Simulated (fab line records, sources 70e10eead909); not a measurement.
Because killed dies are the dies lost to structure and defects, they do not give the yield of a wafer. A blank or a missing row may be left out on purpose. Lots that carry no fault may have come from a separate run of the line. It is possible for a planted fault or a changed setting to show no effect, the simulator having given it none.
fab line records | flow nand-harc
record lots=15 | wafers=43 | last-day=32
route steps=1302 shown P_STI@109 P_GATE@145
lots that met no fault: from a run of the same line without faults
start-h: the number of hours between the record's first day and the start of the first shown wafer of the lot | wait-h: hours elapsed since this lot's preceding step | " same as the row above | L1.1+2: several wafers, shown together as one row | - no value, or no start given | * or withheld: withheld | < > ~ a bound
route shown NAME@n: names a module that has steps shown in the file, with the first one's number in the route | usual: average and standard deviation across the fault-free wafers | same: alike in all rows | chamber/n: place in a boat | sites: each site's reading | _std_site: the values' standard deviation | _edge_site: outer sites' mean less inner sites' | radius-mm: how far each site lies from the wafer's centre | mask NAME#n: copy n | behind: the last tool/chamber to shape the wafer | hold: reason for holding the lot/hours on hold/outcome of the hold | device: names the non-switching transistor (n, p or np) | end of line: tests of these same wafers at the route's end | for a step that has no rows: nothing shown but its recipe | killed: not the wafer's yield, but the dies lost to structure and defects at the first sort | map: per-die view of a wafer (x killed, . not killed, _ where there is no die)
set.NAME: the setting the step ran with; set.NAME@STEP: the setting that earlier step ran with | model.NAME: the simulator's own value behind a step, which no gauge read
the route's steps for a sample of lots (tables are steps, rows are wafers)
services: the hour from which a tool's chamber was out of use, counted from the record's first day as start-h (under 0 if before that day), plus the number of hours and why
## steps
# step NHARC_P_STI_INSPECT_25
# usual raw-defect-count=209/86
lot.wafer | tool              | chamber | start-h | wait-h | raw-defect-count
L206.1    | defect-inspect-02 | -       | 98.27   | 0.4    | 202
L206.2    | "                 | -       | "       | "      | 233
L206.3    | "                 | -       | "       | "      | 174
L208.2    | defect-inspect-01 | -       | 110.65  | 0.4    | 168
L208.3    | "                 | -       | "       | "      | 103
L208.6    | "                 | -       | "       | "      | 99
L209.2    | defect-inspect-02 | -       | 121.06  | 0.4    | 448
L209.3    | "                 | -       | "       | "      | 422
L209.5    | "                 | -       | "       | "      | 275
L210.1    | defect-inspect-02 | -       | 134.88  | 0.4    | 311
L210.3    | "                 | -       | "       | "      | 256
L210.6    | "                 | -       | "       | "      | 210
L211.1    | defect-inspect-02 | -       | 140.93  | 0.4    | 143
L211.3    | "                 | -       | "       | "      | 150
L211.5    | "                 | -       | "       | "      | 137
L212.1    | defect-inspect-02 | -       | 156.49  | 0.4    | 229
L212.4    | "                 | -       | "       | "      | 429
L212.5    | "                 | -       | "       | "      | 258
L213.2    | defect-inspect-02 | -       | 161.46  | 0.4    | 157
L213.4    | "                 | -       | "       | "      | 249
L213.5    | "                 | -       | "       | "      | 288
L214.1    | defect-inspect-02 | -       | 176.36  | 0.4    | 283
L214.3    | "                 | -       | "       | "      | 159
L214.4    | "                 | -       | "       | "      | 376
L215.2    | defect-inspect-02 | -       | 182.58  | 0.4    | 183
L215.3    | "                 | -       | "       | "      | 216
L215.4    | "                 | -       | "       | "      | 337
L218.1    | defect-inspect-01 | -       | 219.14  | 0.4    | 155
L218.3    | "                 | -       | "       | "      | 152
L218.5    | "                 | -       | "       | "      | 147
L216.1    | defect-inspect-02 | -       | 219.14  | 0.4    | 132
L216.4    | "                 | -       | "       | "      | 102
L216.5    | "                 | -       | "       | "      | 167
L219.2    | defect-inspect-01 | -       | 219.16  | 0.4    | 144
L219.5    | "                 | -       | "       | "      | 390
L219.6    | "                 | -       | "       | "      | 190
L224.1    | defect-inspect-01 | -       | 279.44  | 0.4    | 183
L224.2    | "                 | -       | "       | "      | 93
L224.3    | "                 | -       | "       | "      | 129
L226.2    | defect-inspect-02 | -       | 288.25  | 0.4    | 274
L226.5    | "                 | -       | "       | "      | 224
L225.2    | defect-inspect-01 | -       | 288.25  | 0.4    | 190
L225.5    | "                 | -       | "       | "      | 207
# step NHARC_P_GATE_ETCH_104
# recipe target-depth-a=600 | time-s=withheld | cf4-flow-sccm=100 | chf3-flow-sccm=30 | ar-flow-sccm=0 | rf-w=500 | bias-w=200 | chemistry=CF4/CHF3
# usual drypump-motor-current-A=5.7/0.43 | mfc-ar-sccm=0.007/0.008 | oes-product-au=0.947/0.022 | rf-vpp-V=370.5/1.9 | showerhead-plenum-p-Torr=1.57/0.051 | throttle-valve-pct=16.803/0.0091
lot.wafer | tool        | chamber | start-h | wait-h | drypump-motor-current-A | mfc-ar-sccm | oes-product-au | rf-vpp-V | showerhead-plenum-p-Torr | throttle-valve-pct
L206.1    | rie-diel-13 | 2       | 124.38  | 0.1    | 6.1                     | 0           | 0.960          | 371.2    | 1.51                     | 16.806
L206.2    | "           | 3       | "       | "      | 6.2                     | 0           | 0.982          | 370.9    | 1.59                     | 16.797
L206.3    | "           | 1       | "       | "      | 4.8                     | 0           | 0.977          | 367.5    | 1.51                     | 16.802
L208.3    | rie-diel-13 | 2       | 140.40  | 0.1    | 6.2                     | 0           | 0.961          | 368.8    | 1.51                     | 16.805
L208.2    | "           | 1       | "       | "      | 4.8                     | 0           | 0.983          | 367.8    | 1.51                     | 16.802
L208.6    | "           | 3       | "       | "      | 6.2                     | 0           | 0.966          | 369.7    | 1.59                     | 16.798
L209.3    | rie-diel-13 | 2       | 146.90  | 0.1    | 6.1                     | 0           | 0.930          | 368.9    | 1.51                     | 16.782
L209.2    | "           | 1       | "       | "      | 4.9                     | 0           | 0.924          | 368.5    | 1.51                     | 16.805
L209.5    | "           | 2       | "       | "      | 6.2                     | 0           | 0.923          | 369.7    | 1.51                     | 16.809
L210.3    | rie-diel-02 | 3       | 157.41  | 0.1    | 5.8                     | 0.020       | 0.928          | 371.9    | 1.61                     | 16.804
L210.1    | "           | 0       | "       | "      | 5.6                     | 0           | 0.936          | 371.3    | 1.63                     | 16.797
L210.6    | "           | 0       | "       | "      | 5.6                     | 0           | 0.932          | 372.3    | 1.63                     | 16.796
L211.1    | rie-diel-09 | 3       | 164.34  | 0.1    | 5.9                     | 0.016       | 0.976          | 371.8    | 1.57                     | 16.798
L211.3    | "           | 1       | "       | "      | 6.3                     | 0.003       | 0.986          | 372.6    | 1.60                     | 16.814
L211.5    | "           | 3       | "       | "      | 5.8                     | 0.016       | 0.978          | 370.2    | 1.57                     | 16.820
L212.1    | rie-diel-02 | 0       | 182.49  | 0.1    | 5.6                     | 0           | 0.956          | 373.5    | 1.63                     | 16.822
L212.4    | "           | 2       | "       | "      | 5.2                     | 0.012       | 0.957          | 367.3    | 1.48                     | 16.798
L212.5    | "           | 0       | "       | "      | 5.6                     | 0           | 0.952          | 372.4    | 1.63                     | 16.797
L213.2    | rie-diel-02 | 0       | 183.89  | 0.1    | 5.6                     | 0           | 0.924          | 371.7    | 1.63                     | 16.809
L213.4    | "           | 0       | "       | "      | 5.6                     | 0           | 0.936          | 372.0    | 1.63                     | 16.805
L213.5    | "           | 2       | "       | "      | 5.3                     | 0.012       | 0.920          | 368.0    | 1.48                     | 16.799
L214.1    | rie-diel-09 | 1       | 205.69  | 0.1    | 6.3                     | 0.003       | 0.927          | 372.2    | 1.60                     | 16.805
L214.3    | "           | 2       | "       | "      | 5.1                     | 0.017       | 0.923          | 370.8    | 1.58                     | 16.786
L214.4    | "           | 3       | "       | "      | 5.8                     | 0.016       | 0.938          | 369.6    | 1.57                     | 16.809
L215.4    | rie-diel-13 | 1       | 209.87  | 0.1    | 4.9                     | 0           | 0.921          | 369.4    | 1.51                     | 16.801
L215.3    | "           | 2       | "       | "      | 6.2                     | 0           | 0.928          | 369.3    | 1.51                     | 16.793
L215.2    | "           | 3       | "       | "      | 6.2                     | 0           | 0.933          | 370.3    | 1.59                     | 16.806
L216.1    | rie-diel-09 | 3       | 241.93  | 0.1    | 5.8                     | 0.016       | 0.917          | 370.6    | 1.57                     | 16.795
L216.4    | "           | 0       | "       | "      | 5.0                     | 0.016       | 0.931          | 372.3    | 1.61                     | 16.804
L216.5    | "           | 3       | "       | "      | 5.8                     | 0.016       | 0.928          | 371.3    | 1.57                     | 16.827
L219.2    | rie-diel-02 | 3       | 242.33  | 0.1    | 5.8                     | 0.020       | 0.965          | 372.0    | 1.61                     | 16.793
L219.6    | "           | 3       | "       | "      | 5.8                     | 0.020       | 0.957          | 372.9    | 1.61                     | 16.794
L219.5    | "           | 0       | "       | "      | 5.6                     | 0           | 0.969          | 373.8    | 1.63                     | 16.803
L218.3    | rie-diel-02 | 1       | 243.35  | 0.1    | 5.9                     | 0           | 0.924          | 367.0    | 1.48                     | 16.803
L218.1    | "           | 2       | "       | "      | 5.3                     | 0.012       | 0.921          | 367.3    | 1.48                     | 16.800
L218.5    | "           | 0       | "       | "      | 5.6                     | 0           | 0.965          | 373.4    | 1.63                     | 16.806
L224.2    | rie-diel-09 | 1       | 305.96  | 0.1    | 6.2                     | 0.003       | 0.974          | 370.7    | 1.60                     | 16.814
L224.1    | "           | 2       | "       | "      | 5.1                     | 0.017       | 0.973          | 371.8    | 1.57                     | 16.812
L224.3    | "           | 0       | "       | "      | 5.0                     | 0.016       | 0.954          | 371.4    | 1.61                     | 16.797
L226.2    | rie-diel-13 | 2       | 311.85  | 0.1    | 6.2                     | 0           | 0.930          | 367.6    | 1.51                     | 16.793
L226.5    | "           | 1       | "       | "      | 4.9                     | 0           | 0.980          | 369.0    | 1.51                     | 16.823
L225.2    | rie-diel-09 | 1       | 312.43  | 0.1    | 6.2                     | 0.003       | 0.958          | 372.1    | 1.60                     | 16.797
L225.5    | "           | 2       | "       | "      | 5.2                     | 0.017       | 0.959          | 371.1    | 1.57                     | 16.800
# step NHARC_P_GATE_ALD_36
# recipe target-thk-a=200 | pulse-time-s=60 | ald-cycles=223 | temp-c=400 | material=SiNx
# usual heater-power-w=851/91 | precursor-pulse-height-rel=0.999/0.021 | susceptor-temp-C=400.00/0.24
# same pulse-time-s=60
lot.wafer | tool       | chamber | start-h | wait-h | heater-power-w | precursor-pulse-height-rel | susceptor-temp-C
L206.1    | ald-sin-04 | 2       | 125.55  | -      | 979            | 0.970                      | 399.54
L206.2    | "          | 3       | 126.59  | -      | 947            | 0.994                      | 400.10
L206.3    | "          | 1       | 128.68  | -      | 788            | 0.962                      | 400.34
L208.3    | ald-sin-01 | 2       | 142.61  | -      | 680            | 1.031                      | 399.68
L208.2    | "          | 3       | 143.66  | -      | 824            | 0.987                      | 400.24
L208.6    | "          | 1       | 145.75  | -      | 935            | 0.985                      | 399.83
L209.2    | ald-sin-03 | 1       | 148.11  | -      | 815            | 1.019                      | 400.06
L209.3    | "          | 3       | 150.22  | -      | 865            | 1.001                      | 400.18
L209.5    | "          | 2       | 153.38  | -      | 893            | 1.006                      | 400.14
L210.1    | ald-sin-04 | 1       | 158.63  | -      | 848            | 0.976                      | 399.86
L210.3    | "          | 0       | 161.48  | -      | 877            | 0.974                      | 400.03
L210.6    | "          | 1       | 162.90  | -      | 845            | 0.985                      | 400.28
L211.3    | ald-sin-01 | 3       | 165.55  | -      | 824            | 1.013                      | 399.95
L211.1    | "          | 0       | 166.95  | -      | 778            | 0.949                      | 400.09
L211.5    | "          | 2       | 172.57  | -      | 683            | 0.988                      | 399.79
L213.2    | ald-sin-01 | 3       | 185.11  | -      | 850            | 0.990                      | 400.25
L213.4    | "          | 0       | 186.16  | -      | 758            | 1.007                      | 399.96
L213.5    | "          | 0       | 190.34  | -      | 776            | 1.001                      | 400.04
L212.1    | ald-sin-04 | 3       | 186.62  | -      | 995            | 1.016                      | 399.68
L212.4    | "          | 2       | 189.47  | -      | 968            | 0.983                      | 400.03
L212.5    | "          | 3       | 190.89  | -      | 990            | 1.014                      | 400.22
L214.1    | ald-sin-03 | 2       | 206.86  | -      | 858            | 1.003                      | 400.00
L214.4    | "          | 0       | 209.00  | -      | 843            | 1.011                      | 400.00
L214.3    | "          | 1       | 210.07  | -      | 795            | 1.018                      | 400.06
L215.3    | ald-sin-01 | 3       | 211.04  | -      | 853            | 1.000                      | 399.88
L215.2    | "          | 0       | 212.08  | -      | 771            | 0.996                      | 400.35
L215.4    | "          | 1       | 213.12  | -      | 963            | 0.981                      | 399.83
L216.4    | ald-sin-04 | 3       | 244.14  | -      | 1021           | 1.003                      | 399.95
L216.1    | "          | 1       | 246.23  | -      | 833            | 1.002                      | 400.14
L216.5    | "          | 2       | 247.28  | -      | 956            | 0.961                      | 400.03
L219.2    | ald-sin-03 | 3       | 245.64  | -      | 785            | 1.017                      | 400.25
L219.6    | "          | 1       | 247.78  | -      | 781            | 0.978                      | 400.27
L219.5    | "          | 2       | 248.84  | -      | 847            | 1.001                      | 399.97
L218.1    | ald-sin-01 | 0       | 246.60  | -      | 780            | 0.998                      | 399.44
L218.3    | "          | 1       | 247.65  | -      | 934            | 1.045                      | 399.81
L218.5    | "          | 2       | 248.70  | -      | 686            | 0.973                      | 399.94
L224.3    | ald-sin-01 | 1       | 307.22  | -      | 934            | 0.974                      | 400.11
L224.2    | "          | 2       | 308.27  | -      | 700            | 1.035                      | 399.75
L224.1    | "          | 0       | 310.38  | -      | 767            | 0.998                      | 399.87
L226.2    | ald-sin-04 | 3       | 314.48  | -      | 973            | 0.985                      | 400.32
L226.5    | "          | 0       | 320.04  | -      | 915            | 1.000                      | 400.21
L225.2    | ald-sin-03 | 0       | 316.50  | -      | 812            | 0.980                      | 399.64
L225.5    | "          | 0       | 320.76  | -      | 811            | 0.996                      | 399.83
# step NHARC_P_GATE_ETCHBACK_37
# recipe target-depth-a=345 | time-s=17.2 | chf3-flow-sccm=50 | o2-flow-sccm=10 | ar-flow-sccm=200 | rf-w=500 | bias-w=200 | chemistry=CHF3/O2
# usual chf3-flow-sccm=50.02/0.15 | drypump-motor-current-A=5.7/0.45 | mfc-ar-sccm=200.0/0.59 | oes-product-au=0.939/0.028 | rf-vpp-V=369.8/2 | run-length-s=38.4/0.34 | showerhead-plenum-p-Torr=2.37/0.081 | throttle-valve-pct=20.574/0.01
lot.wafer | tool        | chamber | start-h | wait-h | chf3-flow-sccm | drypump-motor-current-A | mfc-ar-sccm | oes-product-au | rf-hours-counter-h | rf-vpp-V | run-length-s | showerhead-plenum-p-Torr | throttle-valve-pct
L206.2    | rie-diel-09 | 3       | 134.99  | -      | 50.04          | 5.9                     | 200.0       | 1.000          | 6.9                | 371.7    | 37.6         | 2.39                     | 20.565
L206.1    | "           | 1       | "       | "      | 50.23          | 6.2                     | 200.0       | 0.996          | 5.9                | 369.9    | 38.4         | 2.44                     | 20.570
L206.3    | "           | 2       | "       | "      | 49.85          | 5.2                     | 200.3       | 0.984          | 5.7                | 371.6    | 38.5         | 2.41                     | 20.568
L208.3    | rie-diel-02 | 0       | 151.02  | -      | 49.75          | 5.6                     | 200.1       | 0.990          | 7.1                | 372.4    | 38.6         | 2.49                     | 20.581
L208.2    | "           | 3       | "       | "      | 50.10          | 5.8                     | 199.9       | 0.982          | 7.3                | 372.2    | 38.6         | 2.46                     | 20.588
L208.6    | "           | 0       | "       | "      | 49.90          | 5.6                     | 200.0       | 0.989          | -                  | 372.8    | 38.5         | 2.49                     | 20.583
L209.3    | rie-diel-13 | 0       | 157.61  | -      | 49.92          | 5.8                     | 200.2       | 0.926          | 8.0                | 369.8    | 38.5         | 2.33                     | 20.564
L209.2    | "           | 1       | "       | "      | 50.14          | 4.9                     | 200.3       | 0.938          | 8.5                | 368.6    | 38.2         | 2.31                     | 20.574
L209.5    | "           | 0       | "       | "      | 49.89          | 5.8                     | 200.6       | 0.925          | -                  | 369.0    | 38.6         | 2.33                     | 20.578
L210.1    | rie-diel-02 | 0       | 170.35  | -      | 49.99          | 5.6                     | 200.5       | 0.930          | 7.7                | 372.6    | 38.9         | 2.49                     | 20.589
L210.3    | "           | 2       | "       | "      | 49.96          | 5.3                     | 200.3       | 0.919          | 8.7                | 368.2    | 38.5         | 2.26                     | 20.577
L210.6    | "           | 0       | "       | "      | 49.97          | 5.6                     | 200.7       | 0.929          | -                  | 371.7    | 38.4         | 2.49                     | 20.576
L211.1    | rie-diel-02 | 2       | 177.17  | -      | 50.06          | 5.3                     | 199.9       | 0.931          | 8.7                | 368.4    | 38.9         | 2.26                     | 20.582
L211.3    | "           | 3       | "       | "      | 50.13          | 5.8                     | 201.3       | 0.921          | 7.9                | 373.1    | 38.5         | 2.46                     | 20.563
L211.5    | "           | 1       | "       | "      | 49.91          | 5.9                     | 200.6       | 0.930          | -                  | 366.7    | 38.1         | 2.26                     | 20.574
L213.4    | rie-diel-09 | 2       | 194.55  | -      | 49.95          | 5.2                     | 199.5       | 0.991          | 2.0                | 371.4    | 38.5         | 2.41                     | 20.571
L213.2    | "           | 1       | "       | "      | 49.91          | 6.2                     | 200.6       | 0.995          | 1.6                | 372.4    | 38.6         | 2.44                     | 20.585
L213.5    | "           | 3       | "       | "      | 49.60          | 5.8                     | 200.2       | 1.009          | -                  | 370.6    | 38.5         | 2.39                     | 20.573
L212.1    | rie-diel-13 | 0       | 195.50  | -      | 49.93          | 5.9                     | 200.0       | 0.926          | 1.5                | 370.4    | 38.6         | 2.33                     | 20.570
L212.4    | "           | 2       | "       | "      | 49.94          | 6.2                     | 198.8       | 0.928          | 1.0                | 367.5    | 38.0         | 2.30                     | 20.578
L212.5    | "           | 3       | "       | "      | 50.06          | 6.2                     | 200.1       | 0.921          | -                  | 370.2    | 38.4         | 2.42                     | 20.579
L214.3    | rie-diel-02 | 1       | 216.45  | -      | 50.06          | 5.9                     | 200.7       | 1.003          | 6.9                | 367.4    | 37.9         | 2.26                     | 20.561
L214.4    | "           | 2       | "       | "      | 49.92          | 5.3                     | 199.4       | 0.998          | 10.3               | 366.5    | 39.1         | 2.26                     | 20.573
L214.1    | "           | 0       | "       | "      | 50.27          | 5.6                     | 199.4       | 1.005          | 9.0                | 374.4    | 38.8         | 2.49                     | 20.553
L215.2    | rie-diel-09 | 0       | 220.47  | -      | 49.93          | 5.0                     | 199.3       | 0.928          | 3.6                | 372.4    | 38.2         | 2.47                     | 20.555
L215.3    | "           | 1       | "       | "      | 50.08          | 6.2                     | 199.3       | 0.924          | 3.6                | 371.3    | 38.9         | 2.44                     | 20.578
L215.4    | "           | 3       | "       | "      | 50.16          | 5.9                     | 200.2       | 0.922          | 4.1                | 371.6    | 37.8         | 2.39                     | 20.574
L216.4    | rie-diel-02 | 2       | 252.55  | -      | 49.96          | 5.3                     | 201.0       | 0.927          | 0.6                | 367.4    | 38.6         | 2.26                     | 20.581
L216.1    | "           | 0       | "       | "      | 49.88          | 5.6                     | 199.4       | 0.922          | 0.5                | 371.8    | 38.6         | 2.49                     | 20.557
L216.5    | "           | 3       | "       | "      | 49.91          | 5.8                     | 199.3       | 0.918          | -                  | 370.9    | 38.1         | 2.46                     | 20.565
L219.2    | rie-diel-13 | 2       | 253.10  | -      | 50.02          | 6.2                     | 199.9       | 0.925          | 5.0                | 367.1    | 38.1         | 2.30                     | 20.571
L219.6    | "           | 1       | "       | "      | 50.26          | 4.8                     | 199.7       | 0.923          | -                  | 369.3    | 37.9         | 2.31                     | 20.575
L219.5    | "           | 2       | "       | "      | 49.96          | 6.2                     | 200.0       | 0.924          | -                  | 367.7    | 38.0         | 2.30                     | 20.569
L218.3    | rie-diel-02 | 0       | 253.98  | -      | 49.82          | 5.6                     | 200.1       | 0.917          | 0.6                | 372.5    | 38.9         | 2.49                     | 20.570
L218.1    | "           | 1       | "       | "      | 50.26          | 5.8                     | 199.7       | 0.921          | 0.7                | 369.1    | 38.2         | 2.26                     | 20.572
L218.5    | "           | 3       | "       | "      | 49.99          | 5.8                     | 200.5       | 0.930          | -                  | 373.4    | 37.9         | 2.46                     | 20.563
L224.2    | rie-diel-13 | 0       | 316.71  | -      | 49.83          | 5.8                     | 198.6       | 0.927          | 8.7                | 368.3    | 47.7         | 2.33                     | 20.572
L224.1    | "           | 2       | "       | "      | 49.98          | 6.1                     | 200.5       | 0.930          | 8.6                | 367.1    | 38.2         | 2.30                     | 20.566
L224.3    | "           | 3       | "       | "      | 50.18          | 6.3                     | 199.8       | 0.913          | 8.8                | 370.4    | 38.3         | 2.42                     | 20.567
L226.2    | rie-diel-13 | 3       | 324.61  | -      | 50.02          | 6.2                     | 200.5       | 0.910          | 8.9                | 370.3    | 47.2         | 2.42                     | 20.586
L226.5    | "           | 2       | "       | "      | 50.08          | 6.2                     | 200.5       | 0.923          | -                  | 367.3    | 47.3         | 2.30                     | 20.575
L225.2    | rie-diel-13 | 3       | 325.39  | -      | 50.18          | 6.2                     | 200.9       | 0.917          | 8.9                | 370.4    | 47.7         | 2.42                     | 20.568
L225.5    | "           | 0       | "       | "      | 49.88          | 5.8                     | 200.0       | 0.918          | -                  | 367.9    | 48.6         | 2.33                     | 20.592
## services
tool        | chamber | start-h | hours | kind
rie-diel-02 | 1       | 141.18  | 7.1   | repair
rie-diel-09 | -       | 143.10  | 9.0   | pm
ald-sin-04  | 3       | 153.30  | 8.4   | repair
rie-diel-02 | 1       | 156.02  | 16.4  | repair
rie-diel-13 | -       | 165.00  | 9.0   | pm
ald-sin-01  | 1       | 165.07  | 4.8   | repair
rie-diel-02 | 3       | 171.10  | 1.5   | repair
ald-sin-04  | 3       | 175.16  | 5.9   | repair
ald-sin-04  | 0       | 175.52  | 14.8  | repair
rie-diel-02 | 1       | 182.21  | 2.4   | repair
rie-diel-09 | -       | 210.56  | 2.0   | repair
rie-diel-02 | -       | 216.70  | 9.0   | pm
rie-diel-09 | -       | 228.74  | 0.5   | repair
rie-diel-13 | 1       | 242.72  | 8.6   | repair
rie-diel-13 | 3       | 262.99  | 15.8  | repair
rie-diel-02 | 3       | 274.27  | 21.3  | repair
rie-diel-02 | 2       | 287.09  | 22.8  | repair
rie-diel-13 | 3       | 292.77  | 2.9   | repair
rie-diel-13 | 2       | 295.12  | 15.4  | repair
rie-diel-13 | 0       | 295.13  | 13.1  | repair
rie-diel-09 | 0       | 306.56  | 7.1   | repair
rie-diel-13 | 1       | 314.96  | 4.5   | repair
rie-diel-09 | 0       | 316.54  | 3.2   | repair
rie-diel-09 | -       | 320.10  | 9.0   | pm
## key
first-sign step=NHARC_P_GATE_ETCHBACK_37 | reading=run-length-s | direction=up | sigmas=27 | usual=* | struck=*
effect none on later readings
met-at NHARC_P_GATE_ETCHBACK_37
struck-lots L224,L225,L226
struck-wafers L224.2,L225.2,L225.5,L226.2,L226.5
later-rows-left-out L224.2,L225.2,L225.5,L226.2,L226.5
sort-left-out L224.2,L225.2,L225.5,L226.2,L226.5
tester-left-out L224,L225,L226
not-acting-at NHARC_P_STI_INSPECT_25,NHARC_P_GATE_ETCH_104,NHARC_P_GATE_ALD_36
onset-between 253.10 316.71
fault kind=process-parameter-drift | tool=rie-diel-13 | chamber=- | onset-h=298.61 | steps=NHARC_P_GATE_ETCHBACK_37 | channel=time-s | offset=* | shape=step | end-h=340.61 | scope=struck-wafers-only | acts-in=* | stated=*
# tester-left-out: of these lots the tester's yield and bins aren't shown, on N5 and GAA mostly nor the transistor test; their killed dies are dies lost to structure and defects alone, not to doping, threshold or leakage, so they don't give the yield
# sort-left-out: the simulated sort isn't trusted on such a fault, so these wafers' sort isn't shown, and their yield isn't known
# later-rows-left-out: the simulator's readings of these wafers behind a module that went badly wrong aren't trusted and aren't shown, but for the sort
